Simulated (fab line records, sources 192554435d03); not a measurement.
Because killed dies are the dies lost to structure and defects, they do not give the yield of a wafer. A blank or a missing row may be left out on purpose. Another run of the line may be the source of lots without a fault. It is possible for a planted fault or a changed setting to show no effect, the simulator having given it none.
Split-lot experiment	flow n5 finfet	21 wafers read from 7 lots, route of 1938 steps

== THE SPLIT ITSELF ==
At N5_BEOL_M4_TRENCH_ETCH_37 (etches SiOC in C4F6/O2, target depth 55.555 nm, time 29.2 s), the setting bias w was moved away from the recipe's 185 W on 9 of the 21 wafers read, by -5.9% to +16.2%. For the rest of the wafers, this setting stayed at what the recipe calls for.

The split's own step is where the reading is taken.

== THE READING ==
rf vpp V, in V, at N5_BEOL_M4_TRENCH_ETCH_37 (etches SiOC in C4F6/O2, target depth 55.555 nm, time 29.2 s). A value of 673 V with a standard deviation of 16 V is what fault-free wafers of this fab line usually give.

wafer	tool, chamber at the split	bias w as run, W	against the recipe	rf vpp V, V	against lot-mates on the recipe
L081.3	rie diel-03, 1	185	recipe	664	-
L081.4	rie diel-03, 3	185	recipe	658	-
L081.5	rie diel-03, 3	185	recipe	658	-
L082.1	rie diel-02, 2	185	recipe	670	-
L082.2	rie diel-02, 0	185	recipe	699	-
L082.5	rie diel-02, 2	185	recipe	671	-
L087.3	rie diel-03, 2	185	recipe	658	-
L087.4	rie diel-03, 1	205.3	+11.0%	721	+63
L087.5	rie diel-03, 3	205.3	+11.0%	715	+57
L091.2	rie diel-02, 3	185	recipe	692	-
L091.5	rie diel-02, 3	174.1	-5.9%	659	-33
L091.6	rie diel-02, 2	174.1	-5.9%	640	-52
L089.2	rie diel-03, 1	205.1	+10.9%	721	+64
L089.4	rie diel-03, 3	185	recipe	657	-
L089.6	rie diel-03, 3	205.1	+10.9%	714	+57
L093.1	rie diel-02, 1	215	+16.2%	765	+66
L093.3	rie diel-02, 0	185	recipe	699	-
L093.5	rie diel-02, 1	215	+16.2%	767	+68
L097.1	rie diel-03, 2	208.6	+12.8%	725	+63
L097.5	rie diel-03, 1	185	recipe	665	-
L097.6	rie diel-03, 2	185	recipe	659	-

FIT RESULTS
A straight line over all 21 wafers: rf vpp V changes by +4.88 V for each +1% of bias w; r = +0.92; the points scatter about the line by 15 V.
The same after taking each lot's own level away (the mean of its wafers on the recipe; 21 wafers): +5.06 V for each +1%; r = +0.97; scatter 9.2 V.
The reading moves by 82 V for the largest change in bias w, on that fit.
The span of the lots' own levels, 657.0 to 699.0 V, comes to 2.6 times the standard deviation stated above.
So the lot-to-lot level changes the slope little: the two slopes agree.
Check: for one of the wafers moved furthest among these (+16.2%), held out of the fit, the line's prediction against its lot-mates is +84.1 V. Against them it came out at +66 V.
Tool readings at the split's step, against how far the setting was moved: rf vpp V r = +0.92.

== ADDITIONAL SPLITS CARRIED BY THESE WAFERS ==
Other splits were also applied to these wafers ahead of the reading. Each is held against what the fit with the lots' levels taken away leaves over:
other split on the same wafers	wafers away from the commonest value	r with rf vpp V (lot level and that fit taken away)
N5_BEOL_M2_DESCUM_16 time s	6	-0.25
N5_BEOL_M2_COAT_76 spin rpm	8	-0.41
N5_BEOL_M2_DEP_57 time s	7	-0.08
N5_BEOL_M4_ILD_DEP_00 time s	9	-0.14
N5_BEOL_M4_EXPOSE_08 dose mj	7	-0.15
N5_BEOL_M4_ETCH_70 source w	5	-0.20

== THE FILE'S OWN FIT ==
rf vpp V changes by +4.93 V for each +1% of bias w, r = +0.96.
